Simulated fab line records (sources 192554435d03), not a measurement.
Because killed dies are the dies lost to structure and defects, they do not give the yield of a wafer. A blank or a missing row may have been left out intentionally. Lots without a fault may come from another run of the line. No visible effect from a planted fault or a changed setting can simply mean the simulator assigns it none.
A struck lot beside a sound one    flow n5 finfet    15 steps out of a route of 1938
Sound: wafers L820.2, L820.4, L820.5. Struck: wafer L823.3 (left out: L823.1, L823.5 of the same lot, which were not struck); the cause appears at the end.
Each step with rows lists, per side, the tool, then ch with its chambers, then its first start. Under that, the readings that differ: sound wafers    struck wafers    difference of the means    sigmas: that difference in standard deviations of wafers without a fault.
alike: same words and numbers on both sides, and readings whose means sit less than 2 such deviations apart. not compared: any withheld reading, any reading some wafer has no value for, any bound like >300 that may hide the same value, and any number with overlapping values for which the record gives no deviation.
Wherever a step has rows on one side only, a row that says differs or no value, or a row with sigmas, the two part there. When numbers do not overlap yet have no deviation, they are printed without sigmas and do not part them. Lack of a reading on every wafer of one side parts them only where that side has two or more wafers.

N5_BEOL_M11_TRENCH_ETCH_37: etches SiCOH lowk in C4F6/O2, target depth 148.83 nm, time 48 s.
  sound on rie diel-04 ch 0,1,3; struck on rie diel-04 ch 0
  alike: drypump motor current A, oes product au, rf vpp V, showerhead plenum p Torr, throttle valve pct
  not compared: rf hours counter h
N5_BEOL_M11_ETCH_41: etches SiCN in CH3F/O2, target depth 42.6 nm, time 86 s.
  sound on rie diel-04 ch 0,1,3; struck on rie diel-04 ch 0
  alike: drypump motor current A, oes product au, rf vpp V, showerhead plenum p Torr, throttle valve pct
  not compared: rf hours counter h
N5_BEOL_M11_STRIP_77: strips in N2/H2, time 10 s.
  sound on rie diel-04 ch 0,1,3; struck on rie diel-04 ch 0
  alike: drypump motor current A, oes product au, rf vpp V, showerhead plenum p Torr, throttle valve pct
  not compared: rf hours counter h
N5_BEOL_M11_OCD_MEAS_38:
  sound on ocd-01 at day 10 22:27; struck on ocd-01 at day 11 13:40
  alike: trench depth nm
then, 4 steps without rows for these wafers: N5_BEOL_M11_HM_STRIP_39 (strips TiN in peroxide tin strip, target depth 25 nm, time 158 s); N5_BEOL_M11_SRD_40 (time 30 s); N5_BEOL_M11_PRECLEAN_42 (cleans in residue remover, time 60 s); N5_BEOL_M11_SRD_43 (time 30 s).
N5_BEOL_M11_CD_MEAS_35: target cd 70 nm.
  sound on cd sem-03 at day 10 22:37; struck on cd sem-02 at day 11 13:50
  alike: cd nm
then, 1 step without rows for these wafers: N5_BEOL_M11_CURE_72 (cures SiCOH lowk, time 120 s).
N5_BEOL_M11_DEGAS_44: time 60 s.
  sound on pvd sputter-02 at day 10 23:05; struck on pvd sputter-01 at day 11 17:14
  alike: heater power w
N5_BEOL_M11_PRE_CLEAN_45: time 30 s.
  sound on pvd sputter-02 at day 10 23:07; struck on pvd sputter-01 at day 11 17:16
  alike: heater power w
N5_BEOL_M11_ALD_74: deposits TaN, target thk 2 nm, pulse time 2 s, purge time 3 s.
  sound on ald metal-04 ch 1,2, day 10 23:11; struck on ald metal-03 ch 0, day 11 17:20
reading                                   sound     struck  difference  sigmas
ald cycles                                40 40 40  48      +8          
model.TaN_of_BEOL_M11_ALD_74.thk nm (nm)  2 2 2     2.4     +0.4        
  alike: chamber pressure Torr, heater power w
following that, these wafers have no rows for 1 step: N5_BEOL_M11_SURFACE_TREAT_76.
N5_PASSIVATION_PROBE_49:
  sound wafers here have rows in the record (prober-02, day 12 17:19); struck ones have none

WHERE THEY PART
At N5_PASSIVATION_PROBE_49 and nowhere else, as far as this record goes.

WHY: what the simulator had put in
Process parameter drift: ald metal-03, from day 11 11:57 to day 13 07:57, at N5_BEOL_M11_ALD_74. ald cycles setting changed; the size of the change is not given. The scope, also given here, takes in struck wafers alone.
